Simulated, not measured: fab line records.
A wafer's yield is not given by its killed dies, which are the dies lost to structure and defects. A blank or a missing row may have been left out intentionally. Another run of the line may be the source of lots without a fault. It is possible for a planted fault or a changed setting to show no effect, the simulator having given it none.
Which tool was responsible? / flow nand-harc / 45 wafers from 15 lots sampled at 5 of the route's 1302 steps

WHAT THE GAUGES SHOWED, per wafer
NHARC_A_ONON_D2_THK_MEAS_08: measures by ellipsometry.
lot=L284; measured=day 11 23:14; on=film-metro-02; thk-nm (nm)=972 972 973
lot=L285; measured=day 12 18:34; on=film-metro-02; thk-nm (nm)=997 996 998
lot=L286; measured=day 13 00:08; on=film-metro-01; thk-nm (nm)=1006 1008 1006
lot=L289; measured=day 14 17:14; on=film-metro-02; thk-nm (nm)=998 996 995
lot=L291; measured=day 15 05:13; on=film-metro-02; thk-nm (nm)=1006 1008 1008
lot=L294; measured=day 17 05:50; on=film-metro-01; thk-nm (nm)=1015 1014 1012
lot=L296; measured=day 17 07:43; on=film-metro-02; thk-nm (nm)=990 991 992
lot=L297; measured=day 18 00:46; on=film-metro-02; thk-nm (nm)=1004 1007 1004
lot=L299; measured=day 19 02:22; on=film-metro-02; thk-nm (nm)=988 987 986
lot=L298; measured=day 19 02:23; on=film-metro-01; thk-nm (nm)=1011 1009 1011
lot=L300; measured=day 19 02:23; on=film-metro-02; thk-nm (nm)=983 982 983
lot=L304; measured=day 21 10:01; on=film-metro-02; thk-nm (nm)=1014 1014 1013
lot=L305; measured=day 21 10:04; on=film-metro-01; thk-nm (nm)=1011 1010 1011
lot=L307; measured=day 22 04:32; on=film-metro-01; thk-nm (nm)=1008 1006 1006
lot=L306; measured=day 22 04:40; on=film-metro-02; thk-nm (nm)=1014 1014 1014

NHARC_A_CHANNEL_HOLE_D2_OVL_MEAS_11.
lot=L284; measured=day 12 15:46; on=overlay-02; overlay-x-nm (nm)=0.6 0.6 0.6; overlay-y-nm (nm)=0.9 0.7 0.8
lot=L285; measured=day 13 08:50; on=overlay-02; overlay-x-nm (nm)=0.1 -0.6 -0.2; overlay-y-nm (nm)=-0.8 -1.1 -1.3
lot=L286; measured=day 13 14:55; on=overlay-02; overlay-x-nm (nm)=0.4 0.4 0.2; overlay-y-nm (nm)=0.6 0.2 0.5
lot=L289; measured=day 15 07:31; on=overlay-02; overlay-x-nm (nm)=-0.6 0.0 -0.5; overlay-y-nm (nm)=0.8 0.7 0.0
lot=L291; measured=day 15 22:32; on=overlay-02; overlay-x-nm (nm)=-0.2 -0.6 -0.2; overlay-y-nm (nm)=-0.2 -0.1 -0.1
lot=L294; measured=day 17 21:41; on=overlay-01; overlay-x-nm (nm)=0.3 0.1 1.3; overlay-y-nm (nm)=0.2 0.5 0.6
lot=L296; measured=day 17 23:16; on=overlay-02; overlay-x-nm (nm)=-1.3 -1.0 -1.3; overlay-y-nm (nm)=-0.6 -0.7 -0.7
lot=L297; measured=day 18 16:44; on=overlay-01; overlay-x-nm (nm)=-0.6 -0.5 -0.3; overlay-y-nm (nm)=0.4 0.6 1.2
lot=L299; measured=day 19 18:14; on=overlay-01; overlay-x-nm (nm)=-0.7 -0.6 -0.8; overlay-y-nm (nm)=0.6 0.6 0.3
lot=L298; measured=day 19 18:35; on=overlay-02; overlay-x-nm (nm)=0.2 0.7 -0.4; overlay-y-nm (nm)=0.7 0.3 0.0
lot=L300; measured=day 19 18:45; on=overlay-01; overlay-x-nm (nm)=1.0 0.2 0.8; overlay-y-nm (nm)=0.1 -0.3 0.1
lot=L304; measured=day 22 04:46; on=overlay-02; overlay-x-nm (nm)=0.4 0.6 1.1; overlay-y-nm (nm)=-0.6 -1.0 -0.6
lot=L305; measured=day 22 05:19; on=overlay-02; overlay-x-nm (nm)=-0.5 -0.8 -0.6; overlay-y-nm (nm)=0.9 0.9 0.9
lot=L307; measured=day 22 19:03; on=overlay-01; overlay-x-nm (nm)=0.4 0.6 0.1; overlay-y-nm (nm)=-0.3 -1.0 -1.5
lot=L306; measured=day 22 19:27; on=overlay-02; overlay-x-nm (nm)=0.6 0.1 -0.2; overlay-y-nm (nm)=-0.6 0.5 -0.3

NHARC_A_CHANNEL_HOLE_D2_CD_MEAS_31.
lot=L284; measured=day 13 00:50; on=cd-sem-01; cd-nm (nm)=90.0 88.4 87.3
lot=L285; measured=day 13 15:50; on=cd-sem-02; cd-nm (nm)=87.6 87.1 87.1
lot=L286; measured=day 13 21:43; on=cd-sem-02; cd-nm (nm)=92.5 93.0 89.6
lot=L289; measured=day 15 14:18; on=cd-sem-03; cd-nm (nm)=88.8 88.8 90.3
lot=L291; measured=day 16 05:19; on=cd-sem-01; cd-nm (nm)=88.6 89.2 88.0
lot=L294; measured=day 18 04:29; on=cd-sem-01; cd-nm (nm)=90.3 91.5 92.4
lot=L296; measured=day 18 08:30; on=cd-sem-01; cd-nm (nm)=-0.8 0.3 0.3
lot=L297; measured=day 19 00:01; on=cd-sem-02; cd-nm (nm)=1.4 -0.1 0.0
lot=L299; measured=day 20 01:33; on=cd-sem-02; cd-nm (nm)=2.0 0.7 0.9
lot=L298; measured=day 20 05:45; on=cd-sem-01; cd-nm (nm)=89.3 90.3 90.3
lot=L300; measured=day 20 03:45; on=cd-sem-01; cd-nm (nm)=90.3 89.4 90.2
lot=L304; measured=day 22 15:04; on=cd-sem-03; cd-nm (nm)=89.7 90.9 91.4
lot=L305; measured=day 22 16:17; on=cd-sem-01; cd-nm (nm)=88.9 88.0 89.2
lot=L307; measured=day 23 01:52; on=cd-sem-02; cd-nm (nm)=89.0 87.1 91.2
lot=L306; measured=day 23 02:15; on=cd-sem-03; cd-nm (nm)=90.7 87.9 91.3

EACH LOT AND THE TOOL THAT RAN IT (in order: tool; ch and the chambers of the sampled wafers; start)
lot=L284; NHARC_A_CHANNEL_HOLE_D2_ETCH_24=har-etch-02 ch 0,1, day 12 21:28; NHARC_A_CHANNEL_HOLE_D2_STRIP_28=rie-diel-07 ch 0,3, day 13 00:50 or earlier
lot=L285; NHARC_A_CHANNEL_HOLE_D2_ETCH_24=har-etch-01 ch 1, day 13 12:16; NHARC_A_CHANNEL_HOLE_D2_STRIP_28=rie-diel-03 ch 1,3, day 13 15:50 or earlier
lot=L286; NHARC_A_CHANNEL_HOLE_D2_ETCH_24=har-etch-02 ch 0,1, day 13 18:35; NHARC_A_CHANNEL_HOLE_D2_STRIP_28=rie-diel-09 ch 0,1,3, day 13 21:43 or earlier
lot=L289; NHARC_A_CHANNEL_HOLE_D2_ETCH_24=har-etch-02 ch 0,1, day 15 10:55; NHARC_A_CHANNEL_HOLE_D2_STRIP_28=rie-diel-03 ch 1,2,3, day 15 14:18 or earlier
lot=L291; NHARC_A_CHANNEL_HOLE_D2_ETCH_24=har-etch-02 ch 0,1, day 16 01:56; NHARC_A_CHANNEL_HOLE_D2_STRIP_28=rie-diel-07 ch 1,2, day 16 05:19 or earlier
lot=L294; NHARC_A_CHANNEL_HOLE_D2_ETCH_24=har-etch-01 ch 0,1, day 18 01:05; NHARC_A_CHANNEL_HOLE_D2_STRIP_28=rie-diel-07 ch 0,1,3, day 18 04:29 or earlier
lot=L296; NHARC_A_CHANNEL_HOLE_D2_ETCH_24=har-etch-02 ch 1, day 18 05:15; NHARC_A_CHANNEL_HOLE_D2_STRIP_28=rie-diel-03 ch 1,2, day 18 08:30 or earlier
lot=L297; NHARC_A_CHANNEL_HOLE_D2_ETCH_24=har-etch-02 ch 0,1, day 18 20:35; NHARC_A_CHANNEL_HOLE_D2_STRIP_28=rie-diel-03 ch 0,2,3, day 19 00:01 or earlier
lot=L299; NHARC_A_CHANNEL_HOLE_D2_ETCH_24=har-etch-02 ch 0,1, day 19 22:11; NHARC_A_CHANNEL_HOLE_D2_STRIP_28=rie-diel-07 ch 0,1,3, day 20 01:33 or earlier
lot=L298; NHARC_A_CHANNEL_HOLE_D2_ETCH_24=har-etch-02 ch 0,1, day 20 02:29; NHARC_A_CHANNEL_HOLE_D2_STRIP_28=rie-diel-07 ch 1,2,3, day 20 05:45 or earlier
lot=L300; NHARC_A_CHANNEL_HOLE_D2_ETCH_24=har-etch-01 ch 1, day 20 00:22; NHARC_A_CHANNEL_HOLE_D2_STRIP_28=rie-diel-07 ch 1,3, day 20 03:45 or earlier
lot=L304; NHARC_A_CHANNEL_HOLE_D2_ETCH_24=har-etch-02 ch 1, day 22 11:50; NHARC_A_CHANNEL_HOLE_D2_STRIP_28=rie-diel-07 ch 1,2,3, day 22 15:04 or earlier
lot=L305; NHARC_A_CHANNEL_HOLE_D2_ETCH_24=har-etch-01 ch 0,1, day 22 12:55; NHARC_A_CHANNEL_HOLE_D2_STRIP_28=rie-diel-09 ch 0,1, day 22 16:17 or earlier
lot=L307; NHARC_A_CHANNEL_HOLE_D2_ETCH_24=har-etch-01 ch 0,1, day 22 22:27; NHARC_A_CHANNEL_HOLE_D2_STRIP_28=rie-diel-03 ch 0,1,3, day 23 01:52 or earlier
lot=L306; NHARC_A_CHANNEL_HOLE_D2_ETCH_24=har-etch-02 ch 0,1, day 22 22:51; NHARC_A_CHANNEL_HOLE_D2_STRIP_28=rie-diel-09 ch 2,3, day 23 02:15 or earlier
- NHARC_A_CHANNEL_HOLE_D2_ETCH_24: etches the open film in C4F8/O2/Ar, time 906.2 s, target depth 1500 nm.
- NHARC_A_CHANNEL_HOLE_D2_STRIP_28: strips in O2.

AS READ BY THE TOOLS THEMSELVES (means over the sampled wafers that have a number; for cases with no such wafer, the mark the record gives instead)
NHARC_A_CHANNEL_HOLE_D2_ETCH_24.
lot=L284; tool=har-etch-02; c4f8-flow-sccm (sccm)=93.60; chamber-pressure-mTorr (mTorr)=20.008; drypump-motor-current-A (A)=6.4; showerhead-plenum-p-Torr (Torr)=3.58; temp-c (C)=-19.93; throttle-valve-pct (%)=32.228
lot=L285; tool=har-etch-01; c4f8-flow-sccm (sccm)=93.97; chamber-pressure-mTorr (mTorr)=20.005; drypump-motor-current-A (A)=4.8; showerhead-plenum-p-Torr (Torr)=3.66; temp-c (C)=-19.93; throttle-valve-pct (%)=32.236
lot=L286; tool=har-etch-02; c4f8-flow-sccm (sccm)=93.96; chamber-pressure-mTorr (mTorr)=19.998; drypump-motor-current-A (A)=6.4; showerhead-plenum-p-Torr (Torr)=3.50; temp-c (C)=-20.07; throttle-valve-pct (%)=32.233
lot=L289; tool=har-etch-02; c4f8-flow-sccm (sccm)=93.43; chamber-pressure-mTorr (mTorr)=19.980; drypump-motor-current-A (A)=6.4; showerhead-plenum-p-Torr (Torr)=3.49; temp-c (C)=-19.89; throttle-valve-pct (%)=32.231
lot=L291; tool=har-etch-02; c4f8-flow-sccm (sccm)=93.59; chamber-pressure-mTorr (mTorr)=20.002; drypump-motor-current-A (A)=6.4; showerhead-plenum-p-Torr (Torr)=3.48; temp-c (C)=-20.09; throttle-valve-pct (%)=32.233
lot=L294; tool=har-etch-01; c4f8-flow-sccm (sccm)=93.76; chamber-pressure-mTorr (mTorr)=20.005; drypump-motor-current-A (A)=5.3; showerhead-plenum-p-Torr (Torr)=3.64; temp-c (C)=-20.04; throttle-valve-pct (%)=32.225
lot=L296; tool=har-etch-02; c4f8-flow-sccm (sccm)=-; chamber-pressure-mTorr (mTorr)=-; drypump-motor-current-A (A)=-; showerhead-plenum-p-Torr (Torr)=-; temp-c (C)=-; throttle-valve-pct (%)=-
lot=L297; tool=har-etch-02; c4f8-flow-sccm (sccm)=-; chamber-pressure-mTorr (mTorr)=-; drypump-motor-current-A (A)=-; showerhead-plenum-p-Torr (Torr)=-; temp-c (C)=-; throttle-valve-pct (%)=-
lot=L299; tool=har-etch-02; c4f8-flow-sccm (sccm)=-; chamber-pressure-mTorr (mTorr)=-; drypump-motor-current-A (A)=-; showerhead-plenum-p-Torr (Torr)=-; temp-c (C)=-; throttle-valve-pct (%)=-
lot=L298; tool=har-etch-02; c4f8-flow-sccm (sccm)=94.03; chamber-pressure-mTorr (mTorr)=19.998; drypump-motor-current-A (A)=6.4; showerhead-plenum-p-Torr (Torr)=3.70; temp-c (C)=-19.98; throttle-valve-pct (%)=32.232
lot=L300; tool=har-etch-01; c4f8-flow-sccm (sccm)=93.79; chamber-pressure-mTorr (mTorr)=20.015; drypump-motor-current-A (A)=4.8; showerhead-plenum-p-Torr (Torr)=3.62; temp-c (C)=-19.97; throttle-valve-pct (%)=32.238
lot=L304; tool=har-etch-02; c4f8-flow-sccm (sccm)=93.88; chamber-pressure-mTorr (mTorr)=19.998; drypump-motor-current-A (A)=6.3; showerhead-plenum-p-Torr (Torr)=3.89; temp-c (C)=-20.03; throttle-valve-pct (%)=32.228
lot=L305; tool=har-etch-01; c4f8-flow-sccm (sccm)=93.77; chamber-pressure-mTorr (mTorr)=19.997; drypump-motor-current-A (A)=5.8; showerhead-plenum-p-Torr (Torr)=3.62; temp-c (C)=-19.93; throttle-valve-pct (%)=32.234
lot=L307; tool=har-etch-01; c4f8-flow-sccm (sccm)=93.85; chamber-pressure-mTorr (mTorr)=20.005; drypump-motor-current-A (A)=5.3; showerhead-plenum-p-Torr (Torr)=3.60; temp-c (C)=-19.99; throttle-valve-pct (%)=32.229
lot=L306; tool=har-etch-02; c4f8-flow-sccm (sccm)=93.98; chamber-pressure-mTorr (mTorr)=19.982; drypump-motor-current-A (A)=6.4; showerhead-plenum-p-Torr (Torr)=3.78; temp-c (C)=-19.92; throttle-valve-pct (%)=32.229

NHARC_A_CHANNEL_HOLE_D2_STRIP_28.
lot=L284; tool=rie-diel-07; drypump-motor-current-A (A)=5.9; oes-product-au (a.u.)=0.991; rf-vpp-V (V)=57.8; showerhead-plenum-p-Torr (Torr)=3.63; throttle-valve-pct (%)=17.038
lot=L285; tool=rie-diel-03; drypump-motor-current-A (A)=5.7; oes-product-au (a.u.)=0.995; rf-vpp-V (V)=57.9; showerhead-plenum-p-Torr (Torr)=3.50; throttle-valve-pct (%)=17.033
lot=L286; tool=rie-diel-09; drypump-motor-current-A (A)=5.7; oes-product-au (a.u.)=0.999; rf-vpp-V (V)=57.5; showerhead-plenum-p-Torr (Torr)=3.56; throttle-valve-pct (%)=17.039
lot=L289; tool=rie-diel-03; drypump-motor-current-A (A)=5.9; oes-product-au (a.u.)=0.999; rf-vpp-V (V)=58.2; showerhead-plenum-p-Torr (Torr)=3.44; throttle-valve-pct (%)=17.047
lot=L291; tool=rie-diel-07; drypump-motor-current-A (A)=5.8; oes-product-au (a.u.)=1.005; rf-vpp-V (V)=58.2; showerhead-plenum-p-Torr (Torr)=3.52; throttle-valve-pct (%)=17.045
lot=L294; tool=rie-diel-07; drypump-motor-current-A (A)=6.1; oes-product-au (a.u.)=0.994; rf-vpp-V (V)=57.9; showerhead-plenum-p-Torr (Torr)=3.57; throttle-valve-pct (%)=17.034
lot=L296; tool=rie-diel-03; drypump-motor-current-A (A)=6.0; oes-product-au (a.u.)=1.000; rf-vpp-V (V)=57.9; showerhead-plenum-p-Torr (Torr)=3.38; throttle-valve-pct (%)=17.035
lot=L297; tool=rie-diel-03; drypump-motor-current-A (A)=5.9; oes-product-au (a.u.)=0.997; rf-vpp-V (V)=56.9; showerhead-plenum-p-Torr (Torr)=3.45; throttle-valve-pct (%)=17.038
lot=L299; tool=rie-diel-07; drypump-motor-current-A (A)=6.1; oes-product-au (a.u.)=0.989; rf-vpp-V (V)=58.3; showerhead-plenum-p-Torr (Torr)=3.57; throttle-valve-pct (%)=17.037
lot=L298; tool=rie-diel-07; drypump-motor-current-A (A)=5.6; oes-product-au (a.u.)=1.003; rf-vpp-V (V)=57.3; showerhead-plenum-p-Torr (Torr)=3.58; throttle-valve-pct (%)=17.032
lot=L300; tool=rie-diel-07; drypump-motor-current-A (A)=5.7; oes-product-au (a.u.)=1.000; rf-vpp-V (V)=58.0; showerhead-plenum-p-Torr (Torr)=3.53; throttle-valve-pct (%)=17.037
lot=L304; tool=rie-diel-07; drypump-motor-current-A (A)=5.6; oes-product-au (a.u.)=0.997; rf-vpp-V (V)=58.8; showerhead-plenum-p-Torr (Torr)=3.58; throttle-valve-pct (%)=17.034
lot=L305; tool=rie-diel-09; drypump-motor-current-A (A)=5.5; oes-product-au (a.u.)=1.001; rf-vpp-V (V)=57.7; showerhead-plenum-p-Torr (Torr)=3.54; throttle-valve-pct (%)=17.032
lot=L307; tool=rie-diel-03; drypump-motor-current-A (A)=5.7; oes-product-au (a.u.)=0.978; rf-vpp-V (V)=57.5; showerhead-plenum-p-Torr (Torr)=3.45; throttle-valve-pct (%)=17.027
lot=L306; tool=rie-diel-09; drypump-motor-current-A (A)=6.0; oes-product-au (a.u.)=1.007; rf-vpp-V (V)=58.0; showerhead-plenum-p-Torr (Torr)=3.56; throttle-valve-pct (%)=17.036

THE ANSWER, worked out from the rows above alone
Rule: the usual values come from the lots themselves. Put in order of their means at a reading, lots are off if they are a third of the lots or fewer, leave a main group of 4 or more, and stand apart from it by a gap of 3 or more times the standard deviation of the main group's means; of several such gaps the widest counts. A main group is skipped when, at the precision printed for the reading in the tables above, its means are all equal. A lot without any number at a reading at which 4 lots or more have one is off too. Where the step has rows for the other lots, those lots are counted as sound. After the gauges, taken in route order, come the tools' own readings; for these a lot's mean is taken, as printed above. At the first step where some lot is off, the reading lying furthest off is the one used; lots without a number count as furthest.
Off: L296, L297, L299, at NHARC_A_CHANNEL_HOLE_D2_CD_MEAS_31 (cd-nm). The main group has a mean of 89.6 nm with a standard deviation of 1.2.
If a tool, at a process step before that reading, ran all the lots that are off and no sound lot after the first of them, it fits. The gauges at NHARC_A_CHANNEL_HOLE_D2_CD_MEAS_31 aren't tried: what is off there is off at NHARC_A_CHANNEL_HOLE_D2_ETCH_24 too, on other tools, and a gauge's error can't cause that. Because NHARC_A_CHANNEL_HOLE_D2_STRIP_28 lacks a start for some lots, the hours and order of its lots are taken from NHARC_A_CHANNEL_HOLE_D2_CD_MEAS_31. None of those tried fits.

WHAT THE SIMULATOR HAD PUT IN
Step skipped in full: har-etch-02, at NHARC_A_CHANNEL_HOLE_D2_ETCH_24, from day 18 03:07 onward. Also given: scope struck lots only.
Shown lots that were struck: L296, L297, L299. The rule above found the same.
